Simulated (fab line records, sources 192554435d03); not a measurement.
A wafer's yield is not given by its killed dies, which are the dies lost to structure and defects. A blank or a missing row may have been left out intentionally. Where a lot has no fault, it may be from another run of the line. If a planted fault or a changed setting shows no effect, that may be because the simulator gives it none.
fab line records    flow n5-finfet
record: lots: 14  wafers: 40  last-day: 19
route steps=1938 shown BEOL_M9@1402
lots untouched by any fault: they come from a run of this same line in which no faults occurred
start-h: the number of hours between the record's first day and the start of the first shown wafer of the lot    wait-h: hours from the lot's prior step to this one    " as in the row above    L1.1+2: a single row standing in for several wafers    - value missing, or start not given    * or withheld: withheld    < > ~ a bound
route shown NAME@n: NAME is a module with steps in the file, n the number in the route of the first one    usual: mean and standard deviation over wafers with no fault    same: alike in all rows    chamber/n: place in a boat    sites: per-site readings    _std_site: standard deviation of those values    _edge_site: outer sites' mean less inner sites'    radius-mm: how far each site lies from the wafer's centre    mask NAME#n: copy n    behind: the most recent tool/chamber to have shaped the wafer    hold: why the lot was held/for how many hours/how that ended    device: transistor that didn't switch, given as n, p or np    end of line: the same wafers' tests at the end of the route    step lacking rows: just its recipe    killed: dies lost to structure and defects at the first sort, not the wafer's yield    map: shows each die of a wafer: x if killed, . if not, _ if none is there
set.NAME: setting as actually run; set.NAME@STEP: the setting as run at that earlier step    model.NAME: the simulator's own value behind a step, which no gauge read
one table for each step of the route and one row for each wafer, over a sample of lots
services: the hour from which a tool's chamber was out of use, counted from the record's first day as start-h (under 0 if before that day), plus the number of hours and why
== steps ==
step: N5_BEOL_M9_CURE_71
recipe: temp-c: 385  time-s: 240  ambient: He/Ar  material: SiCOH_lowk
usual: lamp-power-pct: 52.31/0.052  wafer_temp_C_max: 386.8/0.51
lot.wafer  tool        chamber  start-h  wait-h  lamp-power-pct  wafer_temp_C_max
L562.1     uv-cure-03  1        203.99   0.1     52.27           386.7
L562.3     "           1        "        "       52.28           385.9
L563.1     uv-cure-01  0        211.09   0.0     52.36           387.1
L563.2     "           0        "        "       52.31           387.3
L563.5     "           0        "        "       52.35           386.3
L564.1     uv-cure-01  1        216.62   0.0     52.23           387.7
L564.2     "           1        "        "       52.36           386.5
L564.5     "           1        "        "       52.26           386.3
L567.2     uv-cure-02  1        231.84   0.1     52.26           386.3
L567.3     "           1        "        "       52.31           386.7
L567.6     "           1        "        "       52.39           385.8
L568.1     uv-cure-02  0        240.52   0.0     52.33           386.7
L568.2     "           0        "        "       52.28           387.3
L568.6     "           0        "        "       52.24           386.7
L570.1     uv-cure-02  0        244.47   0.0     52.27           387.2
L570.2     "           0        "        "       52.36           386.9
L570.5     "           0        "        "       52.39           388.0
L574.1     uv-cure-01  2        286.17   0.0     52.28           385.9
L574.2     "           2        "        "       52.43           386.6
L574.6     "           2        "        "       52.27           386.5
L579.2     uv-cure-02  2        304.33   0.1     52.30           386.5
L579.4     "           2        "        "       52.37           387.4
L578.1     uv-cure-02  0        320.98   0.0     52.42           386.5
L578.2     "           0        "        "       52.23           387.7
L578.5     "           0        "        "       52.30           386.8
L580.1     uv-cure-02  1        336.46   0.0     52.31           386.6
L580.2     "           1        "        "       52.25           386.6
L580.6     "           1        "        "       52.28           386.2
L581.3     uv-cure-01  1        352.54   0.2     52.35           387.5
L581.5     "           1        "        "       52.34           387.7
L581.6     "           1        "        "       52.30           387.7
L582.1     uv-cure-02  0        357.75   0.0     52.28           386.7
L582.4     "           0        "        "       52.44           387.2
L582.5     "           0        "        "       52.26           386.4
L585.1     uv-cure-01  1        384.47   0.0     52.32           387.3
L585.3     "           1        "        "       52.30           386.3
L585.6     "           1        "        "       52.36           386.9
L583.2     uv-cure-03  2        394.50   0.1     52.33           386.7
L583.3     "           2        "        "       52.22           386.3
L583.6     "           2        "        "       52.25           386.6
step: N5_BEOL_M9_THK_MEAS_01
recipe: reads: SiCOH_lowk_of_BEOL_M9_ILD_DEP_00
usual: M9_ILD_THK: 269/3.4
lot.wafer  tool           chamber  start-h  wait-h  M9_ILD_THK[nm]
L562.1     film-metro-02  -        204.51   0.4     264
L562.3     "              -        "        "       266
L563.1     film-metro-02  -        211.60   0.4     267
L563.2     "              -        "        "       266
L563.5     "              -        "        "       271
L564.1     film-metro-02  -        217.13   0.4     267
L564.2     "              -        "        "       271
L564.5     "              -        "        "       270
L567.2     film-metro-02  -        232.28   0.4     270
L567.3     "              -        "        "       266
L567.6     "              -        "        "       271
L568.1     film-metro-01  -        241.04   0.4     267
L568.2     "              -        "        "       266
L568.6     "              -        "        "       273
L570.1     film-metro-01  -        244.98   0.4     269
L570.2     "              -        "        "       266
L570.5     "              -        "        "       271
L574.1     film-metro-01  -        286.69   0.4     270
L574.2     "              -        "        "       270
L574.6     "              -        "        "       275
L579.2     film-metro-02  -        304.76   0.4     266
L579.4     "              -        "        "       275
L578.1     film-metro-02  -        321.74   0.7     264
L578.2     "              -        "        "       270
L578.5     "              -        "        "       271
L580.1     film-metro-01  -        336.97   0.4     263
L580.2     "              -        "        "       268
L580.6     "              -        "        "       270
L581.3     film-metro-01  -        352.90   0.3     264
L581.5     "              -        "        "       269
L581.6     "              -        "        "       273
L582.1     film-metro-01  -        358.26   0.4     265
L582.4     "              -        "        "       273
L582.5     "              -        "        "       270
L585.1     film-metro-02  -        384.98   0.4     266
L585.3     "              -        "        "       267
L585.6     "              -        "        "       275
L583.2     film-metro-02  -        394.93   0.4     266
L583.3     "              -        "        "       267
L583.6     "              -        "        "       268
step: N5_BEOL_M9_PECVD_70
recipe: material: SiO2  target-thk-a: 200  temp-c: 400  precursor: TEOS/O2  pressure-torr: 5.5  rf-w: 450  teos-flow-sccm: 53.8  gas: O2  flow-sccm: 3000  time-s: 22.7
usual: chamber-pressure-Torr: 5.500/0.014  heater-power-w: 742/92  showerhead-plenum-p-Torr: 8.81/0.065  throttle-valve-pct: 21.8/1.3
lot.wafer  tool      chamber  start-h  wait-h  chamber-pressure-Torr  heater-power-w  showerhead-plenum-p-Torr  throttle-valve-pct
L562.1     pecvd-01  2        204.54   0.0     5.489                  769             8.85                      20.6
L562.3     "         1        "        "       5.503                  671             8.85                      21.3
L563.1     pecvd-02  1        211.64   0.0     5.470                  764             8.78                      23.5
L563.2     "         0        "        "       5.515                  812             8.72                      21.6
L563.5     "         0        "        "       5.519                  820             8.71                      21.7
L564.1     pecvd-03  1        217.17   0.0     5.512                  779             8.91                      23.5
L564.2     "         0        "        "       5.489                  769             8.95                      24.1
L564.5     "         2        "        "       5.513                  451             8.77                      19.5
L567.2     pecvd-03  1        232.31   0.0     5.510                  718             8.90                      23.9
L567.3     "         2        "        "       5.494                  500             8.79                      19.7
L567.6     "         1        "        "       5.509                  703             8.91                      23.6
L568.1     pecvd-01  2        241.07   0.0     5.485                  763             8.82                      20.7
L568.2     "         1        "        "       5.501                  637             8.83                      21.3
L568.6     "         1        "        "       5.478                  633             8.86                      21.1
L570.1     pecvd-01  2        245.02   0.0     5.500                  712             8.81                      20.4
L570.2     "         0        "        "       5.516                  883             8.73                      22.9
L570.5     "         1        "        "       5.508                  600             8.87                      21.3
L574.1     pecvd-01  1        286.72   0.0     5.486                  588             8.87                      21.3
L574.2     "         2        "        "       5.486                  759             8.81                      20.4
L574.6     "         1        "        "       5.511                  602             8.89                      21.5
L579.2     pecvd-03  2        304.80   0.0     5.498                  503             8.78                      19.9
L579.4     "         1        "        "       5.517                  706             8.91                      23.8
L578.1     pecvd-01  1        321.78   0.0     5.503                  586             8.83                      21.6
L578.2     "         2        "        "       5.500                  776             8.83                      20.9
L578.5     "         1        "        "       5.485                  614             8.86                      21.4
L580.1     pecvd-01  0        337.01   0.0     5.508                  840             8.71                      23.0
L580.2     "         2        "        "       5.468                  819             8.79                      20.9
L580.6     "         0        "        "       5.495                  847             8.74                      23.0
L581.3     pecvd-02  2        352.93   0.0     5.466                  666             8.80                      20.0
L581.5     "         0        "        "       5.489                  689             8.71                      21.7
L581.6     "         2        "        "       5.496                  673             8.82                      19.9
L582.1     pecvd-02  1        358.30   0.0     5.505                  838             8.82                      23.4
L582.4     "         2        "        "       5.504                  757             8.83                      20.2
L582.5     "         1        "        "       5.511                  848             8.81                      23.8
L585.1     pecvd-01  0        385.02   0.0     5.503                  779             8.74                      23.2
L585.3     "         1        "        "       5.516                  714             8.86                      21.3
L585.6     "         0        "        "       5.481                  775             8.76                      23.1
L583.2     pecvd-01  1        394.97   0.0     5.485                  694             8.85                      21.2
L583.3     "         0        "        "       5.509                  740             8.74                      23.1
L583.6     "         1        "        "       5.482                  702             8.87                      21.6
step: N5_BEOL_M9_EXPOSE_08
recipe: mask-id: M9  na: 1.35  source-shape: dipole  sigma-inner: 0.411  sigma-outer: 0.611  polarization: te  dose-mj: 53.75
usual: dipole-opening-deg: 40/0  exposure-dose-mJ-cm2: 53.73/0.048
lot.wafer  tool             chamber  start-h  wait-h  mask  dipole-opening-deg  exposure-dose-mJ-cm2
L562.1     arfi-scanner-01  0        205.33   -       M9#0  40                  53.73
L562.3     "                0        "        "       M9#0  40                  53.77
L563.1     arfi-scanner-02  0        213.20   -       M9#0  40                  53.77
L563.2     "                0        "        "       M9#0  40                  53.66
L563.5     "                0        "        "       M9#0  40                  53.71
L564.1     arfi-scanner-02  0        221.17   -       M9#0  40                  53.69
L564.2     "                0        "        "       M9#0  40                  53.78
L564.5     "                0        "        "       M9#0  40                  53.66
L567.2     arfi-scanner-03  0        233.19   -       M9#0  40                  53.84
L567.3     "                0        "        "       M9#0  40                  53.66
L567.6     "                0        "        "       M9#0  40                  53.71
L568.1     arfi-scanner-02  -        242.90   -       M9#0  -                   -
L568.2     "                -        "        "       M9#0  -                   -
L568.6     "                -        "        "       M9#0  -                   -
L570.1     arfi-scanner-02  -        245.53   -       M9#0  -                   -
L570.2     "                -        "        "       M9#0  -                   -
L570.5     "                -        "        "       M9#0  -                   -
L574.1     arfi-scanner-03  0        288.12   -       M9#0  40                  53.76
L574.2     "                0        "        "       M9#0  40                  53.71
L574.6     "                0        "        "       M9#0  40                  53.83
L579.2     arfi-scanner-01  0        307.04   -       M9#0  40                  53.78
L579.4     "                0        "        "       M9#0  40                  53.76
L578.1     arfi-scanner-03  0        324.40   -       M9#0  40                  53.73
L578.2     "                0        "        "       M9#0  40                  53.65
L578.5     "                0        "        "       M9#0  40                  53.73
L580.1     arfi-scanner-02  0        337.43   -       M9#0  40                  53.73
L580.2     "                0        "        "       M9#0  40                  53.71
L580.6     "                0        "        "       M9#0  40                  53.79
L581.3     arfi-scanner-03  0        356.55   -       M9#0  40                  53.73
L581.5     "                0        "        "       M9#0  40                  53.76
L581.6     "                0        "        "       M9#0  40                  53.76
L582.1     arfi-scanner-02  0        360.03   -       M9#0  40                  53.80
L582.4     "                0        "        "       M9#0  40                  53.73
L582.5     "                0        "        "       M9#0  40                  53.80
L585.1     arfi-scanner-03  0        385.73   -       M9#0  40                  53.65
L585.3     "                0        "        "       M9#0  40                  53.73
L585.6     "                0        "        "       M9#0  40                  53.68
L583.2     arfi-scanner-01  0        397.19   -       M9#0  40                  53.81
L583.3     "                0        "        "       M9#0  40                  53.73
L583.6     "                0        "        "       M9#0  40                  53.75
== services ==
tool             chamber  start-h  hours  kind
pecvd-03         -        189.70   2.8    pm
uv-cure-02       -        192.92   22.2   pm
arfi-scanner-03  -        194.59   0.8    pm
arfi-scanner-02  -        212.02   0.8    pm
arfi-scanner-03  -        213.35   1.0    pm
arfi-scanner-03  -        222.91   4.9    pm
uv-cure-02       -        228.20   2.1    pm
pecvd-02         -        231.82   5.6    repair
arfi-scanner-02  -        232.26   1.3    pm
arfi-scanner-03  -        234.37   1.3    pm
uv-cure-02       -        280.60   2.8    pm
arfi-scanner-02  -        310.60   0.8    pm
arfi-scanner-03  -        330.85   3.9    pm
uv-cure-02       -        337.34   11.2   repair
arfi-scanner-03  -        338.12   1.4    repair
arfi-scanner-02  -        342.37   0.3    repair
arfi-scanner-02  -        357.76   1.3    pm
arfi-scanner-03  -        359.87   1.3    pm
arfi-scanner-03  -        363.39   0.8    pm
arfi-scanner-02  -        363.61   1.0    pm
arfi-scanner-03  -        377.39   0.5    repair
arfi-scanner-02  -        385.49   4.9    pm
pecvd-01         -        393.43   1.5    repair
arfi-scanner-03  -        396.68   2.5    repair
== key ==
first-sign: step: N5_BEOL_M9_EXPOSE_08  reading: tool-record  direction: missing
effect none on later readings
met-at N5_BEOL_M9_EXPOSE_08
struck-lots L568,L570
later-rows-left-out L568.1,L568.2,L568.6,L570.1,L570.2,L570.5
sort-left-out L568.1,L568.2,L568.6,L570.1,L570.2,L570.5
not-acting-at N5_BEOL_M9_CURE_71,N5_BEOL_M9_THK_MEAS_01,N5_BEOL_M9_PECVD_70
onset-between 221.17 242.90
fault: kind: skipped-step-whole  tool: arfi-scanner-02  chamber: -  onset-h: 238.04  steps: N5_BEOL_M9_EXPOSE_08  scope: struck-lots-only
sort-left-out: the simulated sort isn't trusted on such a fault, so these wafers' sort isn't shown, and their yield isn't known
later-rows-left-out: the simulator's readings of these wafers behind a module that went badly wrong aren't trusted and aren't shown, but for the sort
